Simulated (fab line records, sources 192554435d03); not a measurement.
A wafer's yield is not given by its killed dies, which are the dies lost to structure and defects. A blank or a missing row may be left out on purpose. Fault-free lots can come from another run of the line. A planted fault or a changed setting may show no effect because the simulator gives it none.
fab line records	flow n5-finfet
[record] lots = 10	wafers = 30	last-day = 19
route steps=1938 shown MIM_BOT_LITHO@1864 TV_OPEN@1887 PAD_METAL@1893 PASSIVATION@1936
lots that met no fault: taken from a fault-free run of the same line
start-h: the number of hours between the record's first day and the start of the first shown wafer of the lot	wait-h: hours from the lot's prior step to this one	" same as the row above	L1.1+2: a row that stands for several wafers	- no value present, or no start provided	* or withheld: withheld	< > ~ a bound
route shown NAME@n: a module of which the file shows steps, and the number in the route of the first	usual: mean/standard deviation taken from wafers without a fault	same: alike in all rows	chamber/n: place in a boat	sites: per-site readings	_std_site: their standard deviation	_edge_site: mean of outer sites minus mean of inner sites	radius-mm: how far each site lies from the wafer's centre	mask NAME#n: copy n	behind: tool/chamber where the wafer was last shaped	hold: cause of the lot's hold/its duration in hours/its outcome	device: the n, p or np transistor that did not switch	end of line: the tests these same wafers got at the end of their route	a step with no rows: only its recipe	killed: not the wafer's yield, but the dies lost to structure and defects at the first sort	map: a wafer's dies, marking killed ones x, the rest . and places with no die _
set.NAME: the run value of the setting; set.NAME@STEP: its run value at that earlier step	model.NAME: the simulator's own value behind a step, which no gauge read
steps of the route over a sample of lots; a table a step, a row a wafer
services: when a tool's chamber went out of use (start-h, in hours from the record's first day, below 0 if earlier), for how many hours, and the reason
[[steps]]
[step N5_MIM_BOT_LITHO_INSPECT_12]
[recipe] mode = adi	inspect-instrument = macro
[usual] raw-defect-count = 2.1/1.4
lot.wafer	tool	chamber	start-h	wait-h	raw-defect-count
L854.2	defect-inspect-02	-	342.23	0.0	1
L854.4	"	-	"	"	2
L854.5	"	-	"	"	1
L858.1	defect-inspect-02	-	360.70	0.0	3
L858.3	"	-	"	"	2
L858.4	"	-	"	"	1
L859.2	defect-inspect-01	-	364.89	0.0	1
L859.5	"	-	"	"	1
L859.6	"	-	"	"	2
L856.1	defect-inspect-01	-	376.80	0.0	4
L856.4	"	-	"	"	0
L856.6	"	-	"	"	1
L857.4	defect-inspect-02	-	378.89	0.0	2
L857.5	"	-	"	"	3
L857.6	"	-	"	"	3
L861.2	defect-inspect-02	-	386.90	0.0	0
L861.4	"	-	"	"	4
L861.6	"	-	"	"	3
L869.1	defect-inspect-01	-	433.90	0.0	1
L869.3	"	-	"	"	2
L869.4	"	-	"	"	4
L872.1	defect-inspect-02	-	441.78	0.0	2
L872.2	"	-	"	"	2
L872.5	"	-	"	"	4
L873.2	defect-inspect-01	-	445.86	0.0	0
L873.4	"	-	"	"	3
L873.5	"	-	"	"	3
L874.1	defect-inspect-01	-	455.58	0.0	2
L874.5	"	-	"	"	4
L874.6	"	-	"	"	3
[step N5_PASSIVATION_PASS_ETCH_74]
[recipe] chemistry = CF4/O2	target = SiNx	target-depth-a = 2200	time-s = 110	ion-energy-ev = 100	pressure-mtorr = 40	source-w = 535	bias-w = 49	Ar_flow_sccm = 100	cf4-flow-sccm = 100	O2_flow_sccm = 10
[usual] drypump-motor-current-A = 5.7/0.64	oes_f_703_au = 0.76/0.074	oes-product-au = 0.76/0.077	rf-fwd-power-W = 532.5/1.8	rf-vpp-V = 240/3.2	showerhead-plenum-p-Torr = 2.20/0.064	throttle-valve-pct = 16.02/0.23
[same] time-s = 110
lot.wafer	tool	chamber	start-h	wait-h	drypump-motor-current-A	oes_f_703_au	oes-product-au	rf-fwd-power-W	rf-hours-counter-h	rf-vpp-V	showerhead-plenum-p-Torr	throttle-valve-pct
L854.2	rie-diel-06	2	344.73	0.0	6.6	0.78	0.77	531.9	141	236	2.22	16.11
L854.4	"	1	"	"	5.0	0.72	0.72	534.5	180	244	2.20	16.16
L854.5	"	2	"	"	6.6	0.77	0.78	532.8	-	237	2.22	16.10
L858.1	rie-diel-06	0	362.79	0.0	5.0	0.77	0.74	531.1	188	236	2.20	15.88
L858.3	"	3	"	"	6.6	0.69	0.69	533.0	213	238	2.10	15.92
L858.4	"	1	"	"	5.0	0.72	0.72	533.2	184	244	2.19	16.20
L859.2	rie-diel-06	1	368.11	0.0	5.0	0.72	0.71	533.1	187	244	2.19	16.19
L859.5	"	1	"	"	5.0	0.72	0.72	530.4	-	243	2.19	16.20
L859.6	"	0	"	"	5.0	0.76	0.76	530.7	-	238	2.20	15.88
L856.1	rie-diel-06	0	380.89	0.0	5.1	0.56	0.63	401.6	194	275	2.20	15.85
L856.4	"	1	"	"	5.0	0.52	0.62	404.0	190	282	2.19	16.16
L856.6	"	1	"	"	5.0	0.52	0.62	403.6	-	282	2.19	16.17
L857.4	rie-diel-02	1	381.03	0.0	5.0	0.89	0.86	531.4	54	237	2.23	15.83
L857.5	"	2	"	"	6.3	0.69	0.69	537.1	-	242	2.17	16.47
L857.6	"	1	"	"	5.0	0.89	0.86	533.5	-	238	2.23	15.83
L861.2	rie-diel-06	3	388.65	0.0	6.6	0.48	0.59	404.8	222	274	2.09	15.89
L861.4	"	1	"	"	5.0	0.51	0.61	405.4	193	282	2.19	16.16
L861.6	"	1	"	"	5.0	0.52	0.61	407.8	-	284	2.19	16.17
L869.1	rie-diel-05	2	435.76	0.0	5.0	0.72	0.71	533.2	230	242	2.26	16.11
L869.3	"	0	"	"	5.9	0.89	0.90	532.4	45	237	2.24	15.56
L869.4	"	0	"	"	5.9	0.89	0.90	531.7	-	239	2.24	15.57
L872.1	rie-diel-05	0	443.78	0.0	5.9	0.89	0.89	533.7	48	237	2.24	15.56
L872.2	"	1	"	"	6.1	0.76	0.75	533.0	178	240	2.19	15.93
L872.5	"	0	"	"	5.9	0.89	0.89	534.7	-	237	2.24	15.58
L873.2	rie-diel-05	2	448.75	0.0	5.0	0.71	0.69	533.6	235	241	2.26	16.10
L873.4	"	0	"	"	5.9	0.88	0.89	532.8	-	238	2.24	15.58
L873.5	"	1	"	"	6.1	0.76	0.75	533.3	-	241	2.19	15.92
L874.1	rie-diel-05	0	457.64	0.0	5.9	0.88	0.87	535.1	53	238	2.24	15.59
L874.5	"	3	"	"	6.1	0.69	0.69	531.1	-	243	2.18	16.45
L874.6	"	0	"	"	5.9	0.88	0.87	532.9	-	239	2.24	15.59
[step N5_PASSIVATION_VIA_ETCH_13]
[recipe] chemistry = CHF3/O2	target = SiO2	target-depth-a = 6600	CHF3_flow_sccm = 50	O2_flow_sccm = 5	Ar_flow_sccm = 200	time-s = 330	mask-material = PR	pressure-mtorr = 30	source-w = 650	bias-w = 170	ion-energy-ev = 200	ends = cleared
[usual] drypump-motor-current-A = 5.7/0.64	etch-rf-on-time-s = 235/5.3	oes_f_703_au = 0.76/0.074	oes-product-au = 0.68/0.068	rf-fwd-power-W = 647.9/1.9	rf-vpp-V = 521/7	showerhead-plenum-p-Torr = 2.40/0.069	throttle-valve-pct = 18.89/0.26
lot.wafer	tool	chamber	start-h	wait-h	drypump-motor-current-A	etch-rf-on-time-s	oes_f_703_au	oes-product-au	rf-fwd-power-W	rf-hours-counter-h	rf-vpp-V	showerhead-plenum-p-Torr	throttle-valve-pct
L854.2	rie-diel-06	2	344.82	0.0	6.6	233	0.78	0.69	650.0	141	514	2.42	19.00
L854.4	"	1	"	"	5.0	243	0.71	0.65	649.7	180	530	2.41	19.13
L854.5	"	2	"	"	6.6	234	0.78	0.69	650.2	-	515	2.42	19.00
L858.1	rie-diel-06	0	362.88	0.0	5.0	224	0.77	0.67	640.6	188	519	2.39	18.67
L858.3	"	3	"	"	6.6	233	0.68	0.62	648.8	213	512	2.28	18.72
L858.4	"	1	"	"	5.0	240	0.70	0.65	647.9	185	529	2.41	19.13
L859.2	rie-diel-06	1	368.21	0.0	5.0	237	0.71	0.65	648.9	187	529	2.41	19.14
L859.5	"	1	"	"	5.0	243	0.71	0.65	651.8	-	530	2.41	19.15
L859.6	"	0	"	"	5.1	233	0.77	0.67	648.1	-	518	2.39	18.68
L856.1	rie-diel-06	0	380.98	0.0	5.1	230	0.77	0.66	648.4	194	516	2.39	18.70
L856.4	"	1	"	"	5.0	242	0.71	0.64	646.1	190	530	2.41	19.14
L856.6	"	1	"	"	5.0	241	0.70	0.64	648.3	-	531	2.41	19.15
L857.4	rie-diel-02	1	381.12	0.0	5.1	231	0.88	0.77	649.8	54	518	2.44	18.80
L857.5	"	2	"	"	6.4	235	0.69	0.62	646.2	-	527	2.38	19.39
L857.6	"	1	"	"	5.1	229	0.89	0.78	649.4	-	520	2.44	18.80
L861.2	rie-diel-06	3	388.74	0.0	6.7	237	0.69	0.60	647.3	222	512	2.28	18.72
L861.4	"	1	"	"	5.0	241	0.70	0.64	649.7	193	530	2.41	19.14
L861.6	"	1	"	"	5.0	244	0.70	0.63	646.8	-	529	2.41	19.14
L869.1	rie-diel-05	2	435.85	0.0	5.0	232	0.72	0.63	647.6	230	525	2.47	18.93
L869.3	"	0	"	"	5.9	227	0.90	0.80	649.8	45	517	2.45	18.44
L869.4	"	0	"	"	5.9	229	0.90	0.80	647.2	-	516	2.45	18.44
L872.1	rie-diel-05	0	443.87	0.0	5.9	224	0.89	0.80	646.8	48	515	2.44	18.45
L872.2	"	1	"	"	6.1	237	0.75	0.67	646.3	178	520	2.39	18.79
L872.5	"	0	"	"	5.9	230	0.89	0.80	645.7	-	516	2.44	18.44
L873.2	rie-diel-05	2	448.85	0.0	5.0	244	0.72	0.61	646.1	235	525	2.47	18.94
L873.4	"	0	"	"	5.9	232	0.88	0.79	645.9	-	516	2.44	18.46
L873.5	"	1	"	"	6.1	241	0.75	0.67	649.4	-	522	2.39	18.78
L874.1	rie-diel-05	0	457.73	0.0	6.0	223	0.88	0.78	647.0	54	516	2.44	18.46
L874.5	"	3	"	"	6.1	236	0.69	0.62	646.8	-	532	2.38	19.33
L874.6	"	0	"	"	5.9	228	0.88	0.79	648.9	-	516	2.44	18.46
[step N5_PASSIVATION_DEGAS_18]
[recipe] ambient = vacuum	temp-c = 300	time-s = 60
[usual] heater-power-w = 462/30
[same] time-s = 60
lot.wafer	tool	chamber	start-h	wait-h	heater-power-w
L854.2	pvd-sputter-01	-	345.38	0.2	405
L854.4	"	-	"	"	435
L854.5	"	-	"	"	442
L858.1	pvd-sputter-03	-	363.87	0.6	404
L858.3	"	-	"	"	456
L858.4	"	-	"	"	506
L859.2	pvd-sputter-03	-	369.23	0.6	497
L859.5	"	-	"	"	484
L859.6	"	-	"	"	507
L856.1	pvd-sputter-02	-	381.63	0.3	442
L856.4	"	-	"	"	444
L856.6	"	-	"	"	446
L857.4	pvd-sputter-03	-	381.68	0.2	477
L857.5	"	-	"	"	495
L857.6	"	-	"	"	506
L861.2	pvd-sputter-01	-	391.03	1.9	405
L861.4	"	-	"	"	493
L861.6	"	-	"	"	437
L869.1	pvd-sputter-02	-	438.53	2.3	452
L869.3	"	-	"	"	487
L869.4	"	-	"	"	475
L872.1	pvd-sputter-02	-	444.45	0.2	450
L872.2	"	-	"	"	452
L872.5	"	-	"	"	444
L873.2	pvd-sputter-01	-	450.27	1.0	497
L873.4	"	-	"	"	499
L873.5	"	-	"	"	506
L874.1	pvd-sputter-01	-	459.27	1.2	400
L874.5	"	-	"	"	438
L874.6	"	-	"	"	407
[step N5_PASSIVATION_PROBE_49]
[usual] defect-limited-yield = 91.4/1.2	killed_at_M0_to_M3 = 34/9.1	killed_at_M4_up = 14/5.8	killed-at-contacts = 13/6	killed-at-front-end = 38/10	killed-at-other = 3.2/2.7	killed-dies = 102/14	killed-open = 68/11	killed-short = 32/7.2	sort_bin_5_function = 5.1/0.83	sort_bin_6_memory = 3.2/0.56	sort_bin_8_speed = 0.01/0.064	sort-n-pass = 1078/14	sort-yield-pct = 91.4/1.2
[same] gross-dies = 1180	killed-at-back-side = 0	sort_bin_4_leakage[%] = 0
lot.wafer	tool	chamber	start-h	wait-h	defect-limited-yield[%]	killed_at_M0_to_M3	killed_at_M4_up	killed-at-contacts	killed-at-front-end	killed-at-other	killed-dies	killed-open	killed-short	sort_bin_5_function[%]	sort_bin_6_memory[%]	sort_bin_8_speed[%]	sort-n-pass	sort-yield-pct[%]
L854.2	prober-02	-	350.99	0.1	92.7	28	18	14	25	1	86	64	22	4.3	2.9	0	1094	92.7
L854.4	prober-02	-	351.09	0.2	91.9	20	26	15	28	7	96	66	22	4.7	2.5	0	1084	91.9
L854.5	prober-02	-	351.14	0.2	93.4	17	13	19	29	0	78	52	24	3.9	2.7	0	1102	93.4
L858.1	prober-02	-	370.02	0.0	92.9	31	11	6	35	1	84	61	21	4.6	2.1	0	1096	92.9
L858.3	prober-02	-	370.12	0.1	91.1	43	10	21	31	0	105	63	42	5.3	3.1	0	1075	91.1
L858.4	prober-02	-	370.17	0.2	93.1	34	10	4	34	0	82	61	20	4.0	2.9	0	1098	93.1
L859.2	prober-01	-	375.25	0.1	92.5	44	2	20	17	5	88	62	24	4.2	3.0	0	1092	92.5
L859.5	prober-01	-	375.40	0.2	92.0	35	3	20	30	6	94	70	24	4.7	3.1	0	1086	92.0
L859.6	prober-01	-	375.45	0.3	92.9	27	5	22	26	4	84	61	22	3.6	3.1	0	1096	92.9
L856.1	prober-02	-	387.43	0.0	92.4	30	11	8	37	4	90	57	32	4.6	2.7	0	1090	92.4
L856.4	prober-02	-	387.58	0.2	93.3	27	10	8	33	1	79	56	23	3.8	2.7	0.08	1100	93.2
L856.6	prober-02	-	387.68	0.3	92.5	41	10	10	26	1	88	54	34	4.6	2.6	0	1092	92.5
L857.4	prober-01	-	388.45	0.2	89.9	39	13	17	42	8	119	79	38	6.4	3.5	0	1061	89.9
L857.5	prober-01	-	388.50	0.2	92.5	30	5	14	34	6	89	57	31	4.3	3.0	0	1091	92.5
L857.6	prober-01	-	388.55	0.3	91.9	29	21	13	26	6	95	59	33	4.8	3.0	0	1085	91.9
L861.2	prober-02	-	397.21	0.1	89.3	50	14	14	46	2	126	79	45	5.8	4.4	0	1054	89.3
L861.4	prober-02	-	397.31	0.2	92.0	30	21	11	29	3	94	64	28	4.6	3.1	0	1086	92.0
L861.6	prober-02	-	397.41	0.3	89.7	32	14	22	47	6	121	82	36	6.4	3.6	0	1059	89.7
L869.1	prober-02	-	445.18	0.0	90.5	37	20	10	40	5	112	72	40	5.4	3.6	0	1068	90.5
L869.3	prober-02	-	445.28	0.1	90.8	22	25	19	39	4	109	79	30	5.8	3.1	0	1071	90.8
L869.4	prober-02	-	445.33	0.2	90.8	30	19	21	32	7	109	75	34	5.6	3.4	0	1071	90.8
L872.1	prober-02	-	450.42	0.0	91.4	30	12	15	37	7	101	58	43	5.5	2.8	0	1079	91.4
L872.2	prober-02	-	450.47	0.1	90.9	47	13	15	27	5	107	76	29	5.1	3.8	0	1073	90.9
L872.5	prober-02	-	450.62	0.2	91.6	44	9	10	34	2	99	63	36	5.3	2.8	0	1081	91.6
L873.2	prober-01	-	455.96	0.1	92.5	22	10	13	42	2	89	60	25	4.2	3.1	0	1091	92.5
L873.4	prober-01	-	456.06	0.2	92.1	36	6	4	45	2	93	56	31	4.2	2.9	0	1087	92.1
L873.5	prober-01	-	456.11	0.2	89.7	42	15	27	35	3	122	84	37	6.3	4.0	0	1058	89.7
L874.1	prober-01	-	465.65	0.0	89.9	50	24	13	31	1	119	85	34	5.9	4.1	0	1061	89.9
L874.5	prober-01	-	465.85	0.2	91.9	42	14	15	25	0	96	66	29	5.1	2.6	0	1084	91.9
L874.6	prober-01	-	465.90	0.3	89.7	34	22	18	42	6	122	87	33	6.2	3.9	0	1058	89.7
// killed by level:class
L854.2 MOL_CONTACT_COAG:geometric-particle:open=12 STI_FIN_REVEAL:geometric-particle:open=10 BEOL_M4:geometric-particle:open=9 BEOL_M1:geometric-particle:open=6 BEOL_M2:geometric-particle:open=6 BEOL_M0_SAQP:geometric-particle:short=5 BEOL_M0_SAQP:geometric-particle:open=4 FIN_SAQP:geometric-particle:open=3
L854.4 MOL_CONTACT_COAG:geometric-particle:open=13 BEOL_M4:geometric-particle:open=7 BEOL_M4:geometric-particle:short=5 HKMG_FIN:area-etch=5 DUMMY_GATE:geometric-particle:open=4 FIN_SAQP:geometric-particle:open=4 STI_FIN_REVEAL:geometric-particle:open=4 BEOL_M2:geometric-particle:open=4
L854.5 MOL_CONTACT_COAG:geometric-particle:open=14 STI_FIN_REVEAL:geometric-particle:open=9 BEOL_M4:geometric-particle:open=6 MOL_CONTACT_COAG:geometric-particle:short=5 BEOL_M3:geometric-particle:open=5 BEOL_M0_SAQP:geometric-particle:short=4 BEOL_M0:geometric-particle:open=4 FIN_SAQP:geometric-particle:open=3
L858.1 BEOL_M3:geometric-particle:open=18 GATE_CUT:geometric-particle:short=7 BEOL_M4:geometric-particle:open=6 DUMMY_GATE:geometric-particle:open=5 MOL_CONTACT_COAG:geometric-particle:open=5 FIN_SAQP:geometric-particle:open=4 STI_FIN_REVEAL:geometric-particle:open=4 BEOL_M0_SAQP:geometric-particle:open=4
L858.3 MOL_CONTACT_COAG:geometric-particle:open=15 BEOL_M3:geometric-particle:open=15 FIN_SAQP:geometric-particle:open=9 BEOL_M0_SAQP:geometric-particle:short=8 BEOL_M2:geometric-particle:short=6 MOL_CONTACT_COAG:geometric-particle:short=6 FIN_SAQP:geometric-particle:short=5 BEOL_M0_SAQP:geometric-particle:open=5
L858.4 BEOL_M3:geometric-particle:open=11 BEOL_M0_SAQP:geometric-particle:open=10 FIN_SAQP:geometric-particle:open=9 BEOL_M0_SAQP:geometric-particle:short=6 BEOL_M4:geometric-particle:open=5 STARTING-WAFER:geometric-particle:short=5 MOL_CONTACT_COAG:geometric-particle:open=4 FIN_CUT:geometric-particle:open=3
L859.2 MOL_CONTACT_COAG:geometric-particle:open=18 BEOL_M0_SAQP:geometric-particle:open=13 BEOL_M3:geometric-particle:open=11 BEOL_M0_SAQP:geometric-particle:short=9 STI_FIN_REVEAL:geometric-particle:open=6 BEOL_M2:geometric-particle:short=4 GATE_CUT:geometric-particle:short=3 STARTING-WAFER:geometric-particle:open=3
L859.5 MOL_CONTACT_COAG:geometric-particle:open=15 FIN_SAQP:geometric-particle:open=12 BEOL_M0_SAQP:geometric-particle:open=7 BEOL_M0_SAQP:geometric-particle:short=6 BEOL_M3:geometric-particle:open=6 STI_FIN_REVEAL:geometric-particle:open=5 MOL_CONTACT_COAG:geometric-particle:short=5 BEOL_M0:geometric-particle:open=5
L859.6 MOL_CONTACT_COAG:geometric-particle:open=18 FIN_SAQP:geometric-particle:open=8 BEOL_M0_SAQP:geometric-particle:open=6 BEOL_M0_SAQP:geometric-particle:short=5 BEOL_M2:geometric-particle:open=5 STARTING-WAFER:geometric-particle:open=5 GATE_CUT:geometric-particle:short=4 MOL_CONTACT_COAG:geometric-particle:short=4
L856.1 BEOL_M3:geometric-particle:open=12 FIN_SAQP:geometric-particle:open=7 BEOL_M2:geometric-particle:open=6 BEOL_M4:geometric-particle:open=6 MOL_CONTACT_COAG:geometric-particle:open=5 STARTING-WAFER:geometric-particle:short=5 FIN_SAQP:geometric-particle:short=4 DUMMY_GATE:geometric-particle:open=4
L856.4 STI_FIN_REVEAL:geometric-particle:open=10 BEOL_M0_SAQP:geometric-particle:open=9 MOL_CONTACT_COAG:geometric-particle:open=7 BEOL_M0_SAQP:geometric-particle:short=6 BEOL_M2:geometric-particle:open=5 DUMMY_GATE:geometric-particle:open=4 BEOL_M3:geometric-particle:open=4 STARTING-WAFER:geometric-particle:short=4
L856.6 BEOL_M3:geometric-particle:open=14 BEOL_M0_SAQP:geometric-particle:open=10 MOL_CONTACT_COAG:geometric-particle:open=8 BEOL_M0_SAQP:geometric-particle:short=8 STARTING-WAFER:geometric-particle:short=5 FIN_SAQP:geometric-particle:open=4 FIN_SAQP:geometric-particle:short=4 STI_FIN_REVEAL:geometric-particle:open=4
L857.4 MOL_CONTACT_COAG:geometric-particle:open=16 STI_FIN_REVEAL:geometric-particle:open=14 BEOL_M0_SAQP:geometric-particle:open=12 BEOL_M0_SAQP:geometric-particle:short=9 BEOL_M3:geometric-particle:open=8 FIN_SAQP:geometric-particle:open=7 STI_FIN_REVEAL:geometric-particle:short=5 FIN_SAQP:geometric-particle:short=4
L857.5 MOL_CONTACT_COAG:geometric-particle:open=10 BEOL_M0_SAQP:geometric-particle:short=10 FIN_SAQP:geometric-particle:open=6 BEOL_M2:geometric-particle:open=6 BEOL_M0_SAQP:geometric-particle:open=5 STI_FIN_REVEAL:geometric-particle:open=4 DUMMY_GATE:geometric-particle:open=4 MOL_CONTACT_COAG:geometric-particle:short=4
L857.6 MOL_CONTACT_COAG:geometric-particle:open=12 BEOL_M4:geometric-particle:open=10 BEOL_M0_SAQP:geometric-particle:open=8 BEOL_M2:geometric-particle:open=7 FIN_SAQP:geometric-particle:short=5 FIN_SAQP:geometric-particle:open=4 STI_FIN_REVEAL:geometric-particle:open=4 BEOL_M0_SAQP:geometric-particle:short=4
L861.2 STI_FIN_REVEAL:geometric-particle:open=22 BEOL_M0_SAQP:geometric-particle:short=16 MOL_CONTACT_COAG:geometric-particle:open=12 BEOL_M0_SAQP:geometric-particle:open=10 BEOL_M3:geometric-particle:open=8 FIN_SAQP:geometric-particle:short=7 BEOL_M2:geometric-particle:open=7 BEOL_M4:geometric-particle:open=5
L861.4 BEOL_M3:geometric-particle:open=14 BEOL_M4:geometric-particle:open=10 MOL_CONTACT_COAG:geometric-particle:open=8 STI_FIN_REVEAL:geometric-particle:open=7 FIN_SAQP:geometric-particle:short=4 GATE_CUT:geometric-particle:open=4 BEOL_M2:geometric-particle:open=4 BEOL_M4:geometric-particle:short=4
L861.6 MOL_CONTACT_COAG:geometric-particle:open=19 STI_FIN_REVEAL:geometric-particle:open=10 GATE_CUT:geometric-particle:short=7 BEOL_M0_SAQP:geometric-particle:short=7 BEOL_M2:geometric-particle:open=7 BEOL_M3:geometric-particle:open=6 BEOL_M4:geometric-particle:open=6 FIN_SAQP:geometric-particle:short=5
L869.1 BEOL_M3:geometric-particle:open=12 STI_FIN_REVEAL:geometric-particle:open=10 MOL_CONTACT_COAG:geometric-particle:open=9 FIN_SAQP:geometric-particle:short=8 GATE_CUT:geometric-particle:short=8 BEOL_M2:geometric-particle:open=8 BEOL_M5:geometric-particle:open=6 BEOL_M0_SAQP:geometric-particle:short=5
L869.3 MOL_CONTACT_COAG:geometric-particle:open=16 STI_FIN_REVEAL:geometric-particle:open=13 BEOL_M4:geometric-particle:open=11 BEOL_M2:geometric-particle:open=6 FIN_SAQP:geometric-particle:open=5 BEOL_M0_SAQP:geometric-particle:short=5 BEOL_M5:geometric-particle:open=5 FIN_SAQP:geometric-particle:short=4
L869.4 MOL_CONTACT_COAG:geometric-particle:open=17 BEOL_M4:geometric-particle:open=13 BEOL_M3:geometric-particle:open=11 FIN_SAQP:geometric-particle:short=9 FIN_SAQP:geometric-particle:open=8 BEOL_M0_SAQP:geometric-particle:open=5 BEOL_M2:geometric-particle:open=5 PAD_METAL:geometric-particle:open=5
L872.1 FIN_SAQP:geometric-particle:open=12 MOL_CONTACT_COAG:geometric-particle:open=11 FIN_SAQP:geometric-particle:short=10 BEOL_M0_SAQP:geometric-particle:open=8 BEOL_M0_SAQP:geometric-particle:short=6 BEOL_M4:geometric-particle:open=6 GATE_CUT:geometric-particle:short=5 BEOL_M0:geometric-particle:open=5
L872.2 BEOL_M1:geometric-particle:open=14 MOL_CONTACT_COAG:geometric-particle:open=13 BEOL_M0_SAQP:geometric-particle:short=9 BEOL_M2:geometric-particle:open=9 BEOL_M4:geometric-particle:open=7 BEOL_M0_SAQP:geometric-particle:open=6 FIN_SAQP:geometric-particle:open=5 STI_FIN_REVEAL:geometric-particle:open=4
L872.5 FIN_SAQP:geometric-particle:open=14 BEOL_M0_SAQP:geometric-particle:short=10 BEOL_M0_SAQP:geometric-particle:open=9 BEOL_M2:geometric-particle:open=7 FIN_SAQP:geometric-particle:short=6 DUMMY_GATE:geometric-particle:open=6 MOL_CONTACT_COAG:geometric-particle:open=5 MOL_CONTACT_COAG:geometric-particle:short=5
L873.2 MOL_CONTACT_COAG:geometric-particle:open=12 FIN_SAQP:geometric-particle:open=9 STI_FIN_REVEAL:geometric-particle:open=7 ILD0:geometric-particle:short=6 BEOL_M3:geometric-particle:open=6 FIN_SAQP:geometric-particle:short=3 ILD0:geometric-particle:open=3 GATE_CUT:geometric-particle:short=3
L873.4 FIN_SAQP:geometric-particle:open=9 BEOL_M3:geometric-particle:open=8 BEOL_M2:geometric-particle:open=8 FIN_SAQP:geometric-particle:short=7 STI_FIN_REVEAL:geometric-particle:open=6 BEOL_M0_SAQP:geometric-particle:open=6 BEOL_M0_SAQP:geometric-particle:short=5 MOL_CONTACT_COAG:geometric-particle:open=4
L873.5 MOL_CONTACT_COAG:geometric-particle:open=22 BEOL_M0_SAQP:geometric-particle:open=11 BEOL_M0_SAQP:geometric-particle:short=10 BEOL_M4:geometric-particle:open=9 STI_FIN_REVEAL:geometric-particle:open=8 BEOL_M3:geometric-particle:open=8 GATE_CUT:geometric-particle:short=7 FIN_SAQP:geometric-particle:open=5
L874.1 BEOL_M0_SAQP:geometric-particle:short=16 BEOL_M4:geometric-particle:open=16 BEOL_M0_SAQP:geometric-particle:open=15 STI_FIN_REVEAL:geometric-particle:open=11 MOL_CONTACT_COAG:geometric-particle:open=10 BEOL_M2:geometric-particle:open=7 GATE_CUT:geometric-particle:short=6 BEOL_M1:geometric-particle:open=6
L874.5 BEOL_M0_SAQP:geometric-particle:open=19 MOL_CONTACT_COAG:geometric-particle:open=12 STI_FIN_REVEAL:geometric-particle:open=10 BEOL_M0_SAQP:geometric-particle:short=9 BEOL_M4:geometric-particle:open=9 BEOL_M2:geometric-particle:open=5 BEOL_M1:geometric-particle:open=4 STARTING-WAFER:geometric-particle:short=4
L874.6 STI_FIN_REVEAL:geometric-particle:open=20 BEOL_M4:geometric-particle:open=17 MOL_CONTACT_COAG:geometric-particle:open=14 BEOL_M1:geometric-particle:open=9 GATE_CUT:geometric-particle:short=5 BEOL_M2:geometric-particle:open=5 MOL_CONTACT_COAG:geometric-particle:short=4 BEOL_M0_SAQP:geometric-particle:short=4
[[services]]
tool	chamber	start-h	hours	kind
pvd-sputter-01	-	352.24	1.7	repair
rie-diel-05	0	359.41	10.1	repair
rie-diel-06	3	390.12	6.1	repair
rie-diel-02	0	390.16	5.6	repair
pvd-sputter-01	-	394.70	27.2	repair
rie-diel-02	3	397.07	5.9	repair
rie-diel-02	-	426.34	0.8	repair
rie-diel-05	3	433.58	22.9	repair
pvd-sputter-03	-	437.00	2.2	repair
rie-diel-02	2	437.86	4.1	repair
pvd-sputter-03	-	440.50	0.9	repair
rie-diel-06	3	450.81	5.4	repair
rie-diel-06	0	452.85	6.7	repair
[[key]]
[first-sign] step = N5_PASSIVATION_PASS_ETCH_74	reading = rf-fwd-power-W	direction = down	sigmas = 72	usual = *	struck = *
[effect] step = N5_PASSIVATION_PASS_ETCH_74	reading = rf-vpp-V	direction = up	sigmas = 12	usual = 240	struck = 280
met-at N5_PASSIVATION_PASS_ETCH_74
struck-lots L856,L861
not-acting-at N5_MIM_BOT_LITHO_INSPECT_12,N5_PASSIVATION_VIA_ETCH_13,N5_PASSIVATION_DEGAS_18
onset-between 368.11 380.89
[fault] kind = process-parameter-drift	tool = rie-diel-06	chamber = -	onset-h = 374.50	steps = N5_PASSIVATION_PASS_ETCH_74	channel = source-w	offset = -128.4	shape = step	end-h = 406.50	acts-in = these-recipes-only	stated = 535
